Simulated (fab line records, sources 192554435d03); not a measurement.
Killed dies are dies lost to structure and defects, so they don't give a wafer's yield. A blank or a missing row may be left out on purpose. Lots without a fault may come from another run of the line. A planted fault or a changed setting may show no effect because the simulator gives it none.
fab line records | flow n5_finfet
record lots=6 wafers=18 last_day=16
route steps=1938 shown BEOL_M2@879 BEOL_M4@1111 PASSIVATION@1936
lots that met no fault: from a run of the same line without faults
start_h: hours from the record's first day to the start of the lot's first wafer shown | wait_h: hours since the lot's step before | " the same as in the row above | L1.1+2: a row that stands for several wafers | - no value, or no start given | * or withheld: withheld | < > ~ a bound
route shown NAME@n: a module of which the file shows steps, and the number in the route of the first | usual: mean/standard deviation of fault-free wafers | same: alike in all rows | chamber/n: place in a boat | sites: the reading at each site | _std_site: their standard deviation | _edge_site: outer sites' mean less inner sites' | radius_mm: how far each site lies from the wafer's centre | mask NAME#n: copy n | behind: the tool/chamber that last shaped the wafer | hold: why the lot was held/for how many hours/how that ended | device: the transistor (n, p or np) that didn't switch | end of line: the same wafers' tests at the end of the route | a step without rows: its recipe alone | killed: dies lost to structure and defects at the first sort, not the wafer's yield | map: a wafer's dies, x killed, . not, _ none there
set.NAME: the setting as run; set.NAME@STEP: as run at that earlier step | model.NAME: the simulator's own value behind a step, which no gauge read
lots at some steps of the route; a table a step, a row a wafer
services: from which hour (start_h, from the record's first day; less than 0 if before it) a tool's chamber was out of use, for how many hours, and why
## steps
# step N5_BEOL_M2_DESCUM_33
# recipe chemistry=O2 time_s=7 source_power_w=50 bias_power_w=20 pressure_mtorr=20 rf_frequency_hz=2.712e+07 temp_c=40 resist=CAR-EUV o2_flow_sccm=225
# usual drypump_motor_current_A=5.5/0.4 oes_product_au=0.80/0.073 rf_vpp_V=243.1/1.2 showerhead_plenum_p_Torr=2.09/0.068 throttle_valve_pct=20.22/0.26
# columns lot.wafer tool chamber start_h wait_h drypump_motor_current_A oes_product_au rf_hours_counter_h rf_vpp_V showerhead_plenum_p_Torr throttle_valve_pct
L553.4 rie_diel-06 2 147.91 0.0 6.4 0.71 227 242.7 2.00 21.10
L553.5 " 1 " " 5.1 0.67 - 241.6 2.06 20.37
L553.6 " 2 " " 6.4 0.70 - 242.3 2.00 21.08
L558.1 rie_diel-02 3 179.75 0.1 5.8 0.80 109 243.1 2.10 20.12
L558.4 " 1 " " 6.0 0.71 214 244.4 2.16 20.51
L558.5 " 2 " " 5.4 0.87 - 244.7 2.25 20.10
L562.1 rie_diel-05 2 215.60 0.0 5.6 0.77 126 243.3 2.10 20.35
L562.3 " 0 " " 5.3 0.79 121 242.8 2.02 20.17
L562.6 " 1 " " 4.8 0.88 - 241.6 2.05 19.82
L564.1 rie_diel-05 2 237.37 0.0 5.6 0.76 135 242.7 2.10 20.36
L564.3 " 1 " " 4.9 0.86 41 242.0 2.05 19.81
L564.4 " 3 " " 5.3 0.94 8 244.0 2.07 20.11
L567.1 rie_diel-05 0 238.80 0.1 5.3 0.79 130 240.4 2.01 20.17
L567.3 " 2 " " 5.6 0.77 136 243.9 2.10 20.35
L567.4 " 1 " " 4.8 0.87 42 241.8 2.05 19.82
L571.2 rie_diel-02 0 261.31 0.0 5.7 0.80 101 243.3 2.03 20.14
L571.5 " 1 " " 6.0 0.69 - 244.1 2.15 20.59
L571.6 " 0 " " 5.7 0.80 - 242.2 2.03 20.14
# step N5_BEOL_M2_ETCH_77
# recipe chemistry=N2/H2 target=underlayer target_depth_a=65 mask_material=CAR-EUV time_s=5.2 ion_energy_ev=200 pressure_mtorr=30 source_w=840 bias_w=150 n2_flow_sccm=200 h2_flow_sccm=200 ends=cleared
# step N5_BEOL_M2_ETCH_69
# recipe chemistry=CF4 target=SiARC target_depth_a=156 mask_material=CAR-EUV time_s=26 ion_energy_ev=80 pressure_mtorr=40 source_w=545 bias_w=36 Ar_flow_sccm=100 cf4_flow_sccm=100 ends=cleared
# step N5_BEOL_M2_ALD_98
# recipe material=SiO2 target_thk_a=25 temp_c=100 ald_precursor_family=BDEAS ald_co_reactant=O2-plasma pulse_time_s=1 co_reactant_pulse_time_s=1 purge_time_s=2 co_reactant_purge_time_s=2 ald_cycles=17 pressure_torr=2
# step N5_BEOL_M2_ETCHBACK_99
# recipe chemistry=CHF3 target=SiO2 target_depth_a=50 time_s=10.4 source_w=215 bias_w=47 Ar_flow_sccm=200 CHF3_flow_sccm=12 ion_energy_ev=100 pressure_mtorr=30
# step N5_BEOL_M2_ETCH_70
# recipe chemistry=N2/H2 target=SOC target_depth_a=800 overetch_a=240 mask_material=SiARC temp_c=40 time_s=130 ion_energy_ev=200 pressure_mtorr=30 source_w=840 bias_w=150 n2_flow_sccm=200 h2_flow_sccm=200
# usual drypump_motor_current_A=5.6/0.42 oes_product_au=0.59/0.052 rf_vpp_V=523.7/2.3 showerhead_plenum_p_Torr=2.54/0.082 throttle_valve_pct=17.59/0.3
# columns lot.wafer tool chamber start_h wait_h drypump_motor_current_A oes_product_au rf_hours_counter_h rf_vpp_V showerhead_plenum_p_Torr throttle_valve_pct
L553.4 rie_diel-05 0 149.19 0.0 5.2 0.61 91 521.2 2.47 17.59
L553.5 " 2 " " 5.6 0.60 - 523.0 2.56 17.62
L553.6 " 1 " " 4.8 0.71 - 521.8 2.50 17.08
L558.1 rie_diel-02 1 182.23 0.0 6.0 0.53 215 526.5 2.62 17.95
L558.4 " 0 " " 5.7 0.61 68 521.2 2.47 17.34
L558.5 " 3 " " 5.8 0.59 - 523.8 2.56 17.64
L562.1 rie_diel-05 0 215.89 0.0 5.2 0.58 121 522.0 2.45 17.63
L562.3 " 1 " " 4.9 0.64 32 523.1 2.48 17.11
L562.6 " 2 " " 5.6 0.58 - 524.5 2.55 17.70
L564.1 rie_diel-05 3 241.44 0.0 5.4 0.69 9 523.0 2.51 17.45
L564.3 " 1 " " 4.9 0.64 43 523.1 2.48 17.15
L564.4 " 2 " " 5.6 0.56 137 524.7 2.55 17.71
L567.1 rie_diel-02 3 243.44 0.0 5.8 0.57 135 524.7 2.55 17.69
L567.3 " 1 " " 6.0 0.51 241 525.8 2.61 18.01
L567.4 " 2 " " 5.3 0.63 62 525.9 2.68 17.27
L571.2 rie_diel-02 1 264.15 0.0 6.0 0.51 249 526.0 2.61 18.02
L571.5 " 0 " " 5.7 0.59 - 523.0 2.45 17.38
L571.6 " 1 " " 6.0 0.51 - 524.1 2.61 18.01
# step N5_BEOL_M2_STRIP_71
# recipe chemistry=N2/H2 temp_c=40 n2_flow_sccm=200 h2_flow_sccm=200 rf_frequency_hz=6e+07
# step N5_BEOL_M2_STRIP_78
# recipe chemistry=N2/H2 temp_c=40 n2_flow_sccm=200 h2_flow_sccm=200 rf_frequency_hz=6e+07
# step N5_BEOL_M2_VIA_ETCH_34
# recipe chemistry=C4F6/O2 target_depth_a=694 mask_material=SOC pressure_mtorr=15 ion_energy_ev=250 taper_deg=4 time_s=65.9 source_w=350 bias_w=170 Ar_flow_sccm=300 C4F6_flow_sccm=10 O2_flow_sccm=10
# usual drypump_motor_current_A=5.6/0.42 oes_product_au=0.79/0.072 rf_vpp_V=667/17 showerhead_plenum_p_Torr=2.84/0.076 throttle_valve_pct=30.5/0.35
# columns lot.wafer tool chamber start_h wait_h drypump_motor_current_A oes_product_au rf_hours_counter_h rf_vpp_V showerhead_plenum_p_Torr throttle_valve_pct
L553.4 rie_diel-05 0 149.30 0.0 5.3 0.82 91 652 2.78 30.7
L553.5 " 2 " " 5.6 0.80 - 671 2.89 30.8
L553.6 " 1 " " 4.8 0.97 - 646 2.78 29.8
L558.1 rie_diel-02 1 182.34 0.0 6.0 0.71 215 691 2.91 30.6
L558.4 " 0 " " 5.7 0.84 68 667 2.78 30.5
L558.5 " 3 " " 5.8 0.80 - 656 2.86 30.4
L562.1 rie_diel-05 0 215.99 0.0 5.2 0.77 121 651 2.77 30.8
L562.3 " 1 " " 4.9 0.88 32 646 2.77 29.9
L562.6 " 2 " " 5.6 0.76 - 671 2.87 30.8
L564.1 rie_diel-05 3 241.55 0.0 5.4 0.92 9 667 2.81 30.6
L564.3 " 1 " " 4.8 0.86 43 645 2.77 29.9
L564.4 " 2 " " 5.6 0.76 137 671 2.87 30.9
L567.1 rie_diel-02 3 243.55 0.0 5.8 0.78 135 655 2.85 30.5
L567.3 " 1 " " 6.0 0.69 241 690 2.90 30.7
L567.4 " 2 " " 5.3 0.83 62 695 2.97 30.0
L571.2 rie_diel-02 1 264.26 0.0 6.0 0.68 249 691 2.89 30.7
L571.5 " 0 " " 5.7 0.80 - 666 2.76 30.5
L571.6 " 1 " " 6.0 0.68 - 691 2.89 30.7
# step N5_BEOL_M2_STRIP_83
# recipe chemistry=C4F6/O2 resist=SiARC rf_frequency_hz=6e+07
# step N5_BEOL_M2_STRIP_36
# recipe chemistry=N2/H2 power_w=450 temp_c=40 pressure_mtorr=20 rf_frequency_hz=6e+07 overash_fraction=0.3 bias_power_w=7 h2_frac=0.5 n2_flow_sccm=200 h2_flow_sccm=200
# usual drypump_motor_current_A=5.6/0.42 oes_product_au=0.80/0.072 rf_vpp_V=59.0/1.3 showerhead_plenum_p_Torr=2.53/0.082 throttle_valve_pct=23.4/0.33
# columns lot.wafer tool chamber start_h wait_h drypump_motor_current_A oes_product_au rf_hours_counter_h rf_vpp_V showerhead_plenum_p_Torr throttle_valve_pct
L553.4 rie_diel-05 0 149.36 0.0 5.2 0.82 91 57.9 2.46 23.6
L553.5 " 2 " " 5.6 0.81 - 61.0 2.56 23.5
L553.6 " 1 " " 4.9 0.95 - 59.3 2.49 22.8
L558.1 rie_diel-02 1 182.40 0.0 6.0 0.71 215 59.9 2.62 23.8
L558.4 " 0 " " 5.7 0.83 68 60.4 2.46 23.1
L558.5 " 3 " " 5.8 0.79 - 57.7 2.56 23.5
L562.1 rie_diel-05 0 216.05 0.0 5.3 0.79 121 58.9 2.45 23.6
L562.3 " 1 " " 4.8 0.89 32 59.2 2.48 22.8
L562.6 " 2 " " 5.6 0.77 - 58.0 2.55 23.5
L564.1 rie_diel-05 3 241.61 0.0 5.4 0.94 9 60.2 2.50 23.4
L564.3 " 1 " " 4.8 0.87 43 59.4 2.47 22.8
L564.4 " 2 " " 5.6 0.78 137 59.1 2.54 23.5
L567.1 rie_diel-02 3 243.61 0.0 5.8 0.78 135 60.1 2.55 23.5
L567.3 " 1 " " 6.0 0.69 241 61.2 2.61 23.8
L567.4 " 2 " " 5.4 0.84 62 58.9 2.68 23.0
L571.2 rie_diel-02 1 264.32 0.0 6.0 0.68 249 59.9 2.60 23.8
L571.5 " 0 " " 5.7 0.80 - 57.2 2.45 23.1
L571.6 " 1 " " 6.1 0.69 - 59.8 2.60 23.8
# step N5_BEOL_M2_TRENCH_ETCH_37
# recipe chemistry=C4F6/O2 target_depth_a=555.55 target=SiOC time_s=29.2 ion_energy_ev=250 pressure_mtorr=30 source_w=355 bias_w=185 Ar_flow_sccm=300 C4F6_flow_sccm=10 O2_flow_sccm=10
# step N5_BEOL_M2_ETCH_41
# recipe chemistry=CH3F/O2 target=SiCN target_depth_a=299 taper_deg=2 time_s=52.5 ion_energy_ev=120 mask_material=TiN pressure_mtorr=30 source_w=395 bias_w=75 Ar_flow_sccm=150 CH3F_flow_sccm=30 O2_flow_sccm=20
# usual CH3F_flow_sccm=29.98/0.086 drypump_motor_current_A=5.6/0.42 oes_product_au=0.79/0.072 rf_vpp_V=297.2/1.5 showerhead_plenum_p_Torr=2.00/0.057 throttle_valve_pct=16.1/0.3
# columns lot.wafer tool chamber start_h wait_h CH3F_flow_sccm drypump_motor_current_A oes_product_au rf_hours_counter_h rf_vpp_V showerhead_plenum_p_Torr throttle_valve_pct model.etch.depth_nm
L553.4 rie_diel-05 0 149.43 - 30.00 5.2 0.80 91 296.6 1.96 16.1 19.13
L553.5 " 2 " " 29.94 5.6 0.80 - 297.2 2.03 16.3 19.54
L553.6 " 1 " " 29.89 4.9 0.98 - 298.2 1.96 15.6 19.81
L558.1 rie_diel-02 1 182.47 - 30.07 6.0 0.72 215 299.2 2.05 16.4 19.58
L558.4 " 0 " " 30.06 5.7 0.84 68 295.1 1.95 16.0 20.25
L558.5 " 3 " " 29.98 5.8 0.79 - 296.9 2.01 16.1 19.71
L562.1 rie_diel-05 0 216.12 - 29.96 5.3 0.77 121 295.6 1.95 16.1 19.23
L562.3 " 1 " " 29.91 4.9 0.71 32 295.3 1.95 15.6 13.11
L562.6 " 2 " " 30.05 5.6 0.60 - 297.4 2.02 16.3 12.74
L564.1 rie_diel-05 3 241.68 - 30.00 5.4 0.93 9 297.3 1.98 15.9 19.33
L564.3 " 1 " " 30.08 4.9 0.69 43 295.9 1.94 15.7 13.2
L564.4 " 2 " " 30.05 5.6 0.76 137 298.4 2.02 16.3 19.26
L567.1 rie_diel-02 3 243.68 - 29.89 5.8 0.78 135 297.9 2.00 16.1 20.05
L567.3 " 1 " " 29.98 6.0 0.70 241 297.7 2.04 16.5 19.6
L567.4 " 2 " " 29.91 5.4 0.85 62 298.7 2.10 15.8 19.57
L571.2 rie_diel-02 1 264.39 - 29.91 6.0 0.70 249 298.8 2.04 16.5 19.78
L571.5 " 0 " " 29.93 5.7 0.80 - 294.7 1.94 16.0 20.2
L571.6 " 1 " " 29.92 6.0 0.70 - 298.4 2.04 16.5 19.79
# step N5_BEOL_M2_STRIP_97
# recipe chemistry=N2/H2 time_s=10 power_w=450 temp_c=40 pressure_mtorr=20 rf_frequency_hz=6e+07 bias_power_w=7 n2_flow_sccm=200 h2_flow_sccm=200
# usual drypump_motor_current_A=5.6/0.42 oes_product_au=0.80/0.072 rf_vpp_V=59.2/0.94 showerhead_plenum_p_Torr=2.53/0.082 throttle_valve_pct=23.4/0.33
# columns lot.wafer tool chamber start_h wait_h drypump_motor_current_A oes_product_au rf_hours_counter_h rf_vpp_V showerhead_plenum_p_Torr throttle_valve_pct
L553.4 rie_diel-05 0 - - 5.3 0.82 91 59.1 2.46 23.6
L553.5 " 2 " " 5.6 0.80 - 60.2 2.56 23.5
L553.6 " 1 " " 4.9 0.98 - 58.5 2.49 22.8
L558.1 rie_diel-02 1 - - 6.0 0.70 215 59.5 2.62 23.8
L558.4 " 0 " " 5.7 0.84 68 59.9 2.46 23.1
L558.5 " 3 " " 5.8 0.80 - 58.7 2.56 23.5
L562.1 rie_diel-05 0 - - 5.2 0.78 121 58.8 2.45 23.6
L562.3 " 1 " " 4.9 0.89 32 59.0 2.48 22.8
L562.6 " 2 " " 5.6 0.78 - 58.2 2.55 23.5
L564.1 rie_diel-05 3 - - 5.4 0.95 9 56.9 2.50 23.4
L564.3 " 1 " " 4.9 0.88 43 59.6 2.47 22.8
L564.4 " 2 " " 5.6 0.77 137 60.1 2.54 23.5
L567.1 rie_diel-02 3 - - 5.8 0.78 135 59.1 2.55 23.5
L567.3 " 1 " " 6.0 0.69 241 59.5 2.61 23.8
L567.4 " 2 " " 5.3 0.85 62 59.1 2.68 23.0
L571.2 rie_diel-02 1 - - 6.0 0.68 249 60.2 2.60 23.8
L571.5 " 0 " " 5.7 0.79 - 59.3 2.45 23.1
L571.6 " 1 " " 6.0 0.68 - 58.6 2.60 23.9
# step N5_BEOL_M4_RC_MEAS_101
# usual DIBL_N=36.5/1.4 DIBL_P=36.6/1.9 IOFF_N=0.167/0.029 IOFF_P=0.21/0.033 ION_N=674/12 ION_P=460/8.9 SS_N=71.6/0.57 SS_P=73.4/0.61 VT_N=249/3.3 VT_P=-250/3.3
# columns lot.wafer tool chamber start_h wait_h DIBL_N[mV/V] DIBL_P[mV/V] IOFF_N[nA/um] IOFF_P[nA/um] ION_N[uA/um] ION_P[uA/um] SS_N[mV/dec] SS_P[mV/dec] VT_N[mV] VT_P[mV]
L553.4 prober-02 0 181.71 0.5 35.8 35.8 0.140 0.21 670 461 71.5 73.5 254 -252
L553.5 " 0 " " 36.9 38.3 0.173 0.25 686 469 71.6 73.7 247 -249
L553.6 " 0 " " 36.0 36.5 0.156 0.22 675 463 71.0 73.2 251 -249
L558.1 prober-02 0 210.20 0.0 37.9 38.3 0.204 0.24 688 470 72.7 73.8 243 -248
L558.4 " 0 " " 34.2 34.0 0.130 0.18 657 453 71.4 72.8 251 -252
L558.5 " 0 " " 35.3 35.6 0.145 0.19 667 459 71.3 73.5 251 -251
L562.1 prober-02 0 242.09 0.0 36.9 36.7 0.161 0.17 668 449 71.9 73.6 248 -255
L562.3 " 0 " " 36.3 36.1 0.164 0.17 669 452 70.9 72.8 246 -253
L562.6 " 0 " " 37.2 37.6 0.186 0.19 674 450 71.9 74.1 244 -253
L564.1 prober-02 0 263.65 0.0 38.4 38.3 0.193 0.25 676 462 71.1 73.3 249 -247
L564.3 " 0 " " 35.9 36.9 0.154 0.23 678 474 72.1 72.9 250 -247
L564.4 " 0 " " 35.9 36.2 0.146 0.22 668 462 71.3 72.9 250 -247
L567.1 prober-02 0 269.21 0.0 38.8 39.3 0.201 0.22 677 452 72.3 73.5 248 -252
L567.3 " 0 " " 38.2 38.8 0.181 0.21 666 450 71.6 74.3 246 -253
L567.4 " 0 " " 39.2 39.4 0.201 0.22 674 452 73.1 74.1 250 -253
L571.2 prober-02 0 295.33 0.2 36.9 38.4 0.195 0.26 682 473 71.7 73.6 243 -246
L571.5 " 0 " " 34.3 34.8 0.140 0.20 667 461 70.7 73.1 251 -251
L571.6 " 0 " " 37.8 39.7 0.221 0.30 698 475 71.8 74.1 243 -245
# step N5_PASSIVATION_PROBE_49
# usual defect_limited_yield=91.2/1.6 killed_at_M0_to_M3=34/11 killed_at_M4_up=14/5.7 killed_at_contacts=14/6.6 killed_at_front_end=37/10 killed_at_other=4/3.2 killed_dies=104/19 killed_open=69/13 killed_short=33/8.7 sort_bin_5_function=5.1/1 sort_bin_6_memory=3.3/0.76 sort_bin_8_speed=0.00/0.016 sort_n_pass=1076/19 sort_yield_pct=91.2/1.6
# same gross_dies=1180 killed_at_back_side=0 sort_bin_4_leakage[%]=0
# columns lot.wafer tool chamber start_h wait_h defect_limited_yield[%] killed_at_M0_to_M3 killed_at_M4_up killed_at_contacts killed_at_front_end killed_at_other killed_dies killed_open killed_short sort_bin_5_function[%] sort_bin_6_memory[%] sort_bin_8_speed[%] sort_n_pass sort_yield_pct[%]
L553.4 prober-02 - 275.91 0.2 93.0 17 18 14 25 9 83 48 30 4.0 2.6 0 1097 93.0
L553.5 prober-02 - 275.96 0.2 91.7 32 22 5 37 2 98 70 26 5.0 3.1 0 1082 91.7
L553.6 prober-02 - 276.01 0.3 93.1 13 9 7 50 3 82 53 25 4.1 2.5 0 1098 93.1
L558.4 prober-02 - 308.84 0.2 92.7 33 10 15 26 2 86 63 22 4.7 2.6 0 1094 92.7
L562.3 prober-02 - 343.92 0.1 91.6 18 7 27 47 0 99 61 31 4.2 3.1 0 1081 91.6
L562.6 prober-02 - 344.07 0.3 92.8 26 12 9 30 8 85 50 30 4.3 2.7 0 1095 92.8
# killed by level:class
L553.4 MOL_CONTACT_COAG:geometric_particle:open=10 STI_FIN_REVEAL:geometric_particle:open=6 BEOL_M0_SAQP:geometric_particle:short=5 BEOL_M4:geometric_particle:open=5 GATE_CUT:geometric_particle:short=4 MOL_CONTACT_COAG:geometric_particle:short=4 MIM_BOT:geometric_particle:short=4 BEOL_M1:geometric_particle:open=3
L553.5 STI_FIN_REVEAL:geometric_particle:open=16 BEOL_M0_SAQP:geometric_particle:short=8 BEOL_M4:geometric_particle:open=7 FIN_SAQP:geometric_particle:open=6 BEOL_M1:geometric_particle:open=6 BEOL_M0_SAQP:geometric_particle:open=5 BEOL_M5:geometric_particle:open=5 MOL_CONTACT_COAG:geometric_particle:open=4
L553.6 STI_FIN_REVEAL:geometric_particle:open=14 FIN_SAQP:geometric_particle:short=8 FIN_SAQP:geometric_particle:open=6 MOL_CONTACT_COAG:geometric_particle:open=6 DUMMY_GATE:geometric_particle:open=5 BEOL_M4:geometric_particle:open=5 STI_FIN_REVEAL:geometric_particle:short=3 DUMMY_GATE:geometric_particle:short=3
L558.4 MOL_CONTACT_COAG:geometric_particle:open=15 BEOL_M1:geometric_particle:open=9 BEOL_M0_SAQP:geometric_particle:open=6 BEOL_M2:geometric_particle:open=5 BEOL_M3:geometric_particle:open=5 STI_FIN_REVEAL:geometric_particle:short=4 GATE_CUT:geometric_particle:short=4 GATE_CUT:geometric_particle:open=4
L562.3 MOL_CONTACT_COAG:geometric_particle:open=20 GATE_CUT:geometric_particle:short=8 FIN_SAQP:geometric_particle:open=7 DUMMY_GATE:geometric_particle:open=7 MOL_CONTACT_COAG:geometric_particle:short=7 FIN_SAQP:geometric_particle:short=6 HKMG_FIN:area_etch=6 BEOL_M0_SAQP:geometric_particle:open=5
L562.6 FIN_SAQP:geometric_particle:open=12 MOL_CONTACT_COAG:geometric_particle:open=8 BEOL_M0_SAQP:geometric_particle:open=7 BEOL_M1:geometric_particle:open=5 BEOL_M2:geometric_particle:open=5 FIN_SAQP:geometric_particle:short=4 GATE_CUT:geometric_particle:short=4 BEOL_M0_SAQP:geometric_particle:short=4
## services
# columns tool chamber start_h hours kind
rie_diel-05 1 129.72 - clean
rie_diel-05 1 129.72 - consumable_replace:focus_ring
rie_diel-05 1 129.72 12.8 scheduled_down
rie_diel-05 1 129.72 12.8 vent_cycle
rie_diel-02 0 151.41 1.6 repair
rie_diel-06 2 168.37 33.9 repair
rie_diel-06 - 195.13 28.1 pm
rie_diel-05 3 198.03 - clean
rie_diel-05 3 198.03 - consumable_replace:focus_ring
rie_diel-05 3 198.03 19.4 scheduled_down
rie_diel-05 3 198.03 19.4 vent_cycle
rie_diel-06 1 223.23 - clean
rie_diel-06 1 223.23 - consumable_replace:focus_ring
rie_diel-06 1 223.23 18.1 scheduled_down
rie_diel-06 1 223.23 18.1 vent_cycle
rie_diel-05 - 250.18 0.4 repair
## key
first_sign none at tools or gauges
model_effect step=N5_BEOL_M2_ETCH_41 value=etch.depth_nm without=19.48 struck=13.02
met_at N5_BEOL_M2_ETCH_41
struck_wafers L562.3,L562.6,L564.3
onset_between 149.43 216.12
fault kind=process_parameter_drift tool=rie_diel-05 chamber=- onset_h=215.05 steps=N5_BEOL_M2_ETCH_41 channel=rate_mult offset=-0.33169 shape=step end_h=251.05 scope=struck_wafers_only
